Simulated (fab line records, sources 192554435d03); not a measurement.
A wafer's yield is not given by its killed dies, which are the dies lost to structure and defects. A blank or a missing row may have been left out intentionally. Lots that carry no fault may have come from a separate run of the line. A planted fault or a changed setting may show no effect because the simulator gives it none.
Problem report in the 8D (eight disciplines) form, filled by code :: flow n5 finfet :: the parts of the form that need people (team, actions taken, sign-off) are left out

== 1. THE ISSUE ==
At N5_PASSIVATION_PROBE_49, killed at contacts averages 1086 over 2 wafers from 2 lots, while fault-free wafers read 12, standard deviation 6. That is +99 or more standard deviations from the usual mean.
First observed at day 20 22:18: wafer L965.3, on prober-01. The record holds 17 wafers of 6 lots with a number at this step. By rule, "out" or "out of limits" means more than 4 standard deviations away from the usual mean. Any other wafer with a number is counted as sound.

== 2. WHAT IT IS AND WHAT IT IS NOT ==
question: which readings at this step
is: killed at contacts, killed dies, killed on rim
is not: killed_at_M0_to_M3, killed_at_M4_up, killed at front end, killed open, killed short

question: which lots
is: L963, L965
is not: L943, L944, L946, L958

question: which wafers of those lots
is: L963.2, L965.3
is not: L963.1, L965.1, L965.5

question: read on which tools
is: prober-01, prober-02
is not: -

question: when
is: from day 20 22:18
is not: up to then (13 sound wafers); but 2 sound wafers of L963, L965 came after

== 3. SUSPECTS, AND WHAT RULES EACH OUT ==
Counting: any tool at a process step up to the reading remains a suspect provided it ran every lot that is out. Sound lots after the first of them don't rule it out here, since some wafers of a struck lot are sound.
- ald sin-02 at N5_MOL_CONTACT_COAG_ALD_133 (deposits SiO2, target thk 5 nm, pulse time 1 s, co reactant pulse time 1 s): kept. It ran every lot that is out, first L963 (day 10 07:46); its last sound lot up to then is L958 (day 9 03:11).
- Within ald sin-02 at N5_MOL_CONTACT_COAG_ALD_133: the wafers that are out ran in chamber 1; their sound lot-mates ran in chambers 2, 3.
Left after counting: ald sin-02 at N5_MOL_CONTACT_COAG_ALD_133.

== 4. THE CAUSE (what the simulator had put in) ==
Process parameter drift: ald sin-02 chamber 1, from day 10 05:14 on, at N5_MOL_CONTACT_COAG_ALD_133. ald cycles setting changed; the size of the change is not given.
Only this tool survived the counting.

== 5. SEQUENCE OF EFFECTS, ordered by route ==
One row per reading whose mean, taken over the struck wafers that have a number, lies over 3 standard deviations from the usual. Only readings whose record carries a usual standard deviation are examined. hours: median over the lots of the time between each lot's start at the first step of this table that gives one and its start at this step. sigmas: the change, counted in usual standard deviations.
hours: 0
step: N5_PASSIVATION_PROBE_49
reading: killed at contacts
usual: 12
on struck wafers: 1086
change: +1074
sigmas: +99 or more

hours: 0
step: N5_PASSIVATION_PROBE_49
reading: killed dies
usual: 104
on struck wafers: 1180
change: +1076
sigmas: +60

hours: 0
step: N5_PASSIVATION_PROBE_49
reading: killed on rim
usual: 14
on struck wafers: 152
change: +138
sigmas: +34
Process steps it contains:
- N5_PASSIVATION_PROBE_49

== 6. HOW IT WOULD HAVE BEEN CAUGHT EARLIER ==
257 hours passed between the start of the fault at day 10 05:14 and the first reading out of limits in this record, taken at day 20 22:18.
An alarm limit of 4 standard deviations would not have fired on the tool readings at N5_MOL_CONTACT_COAG_ALD_133 for which the record gives a usual standard deviation, since none of them was out on any struck wafer.
By day 20 22:18 the whole set of lots that are out, 2 in number, had already begun N5_MOL_CONTACT_COAG_ALD_133 on ald sin-02. None of them would have been spared by holding the tool at that moment.
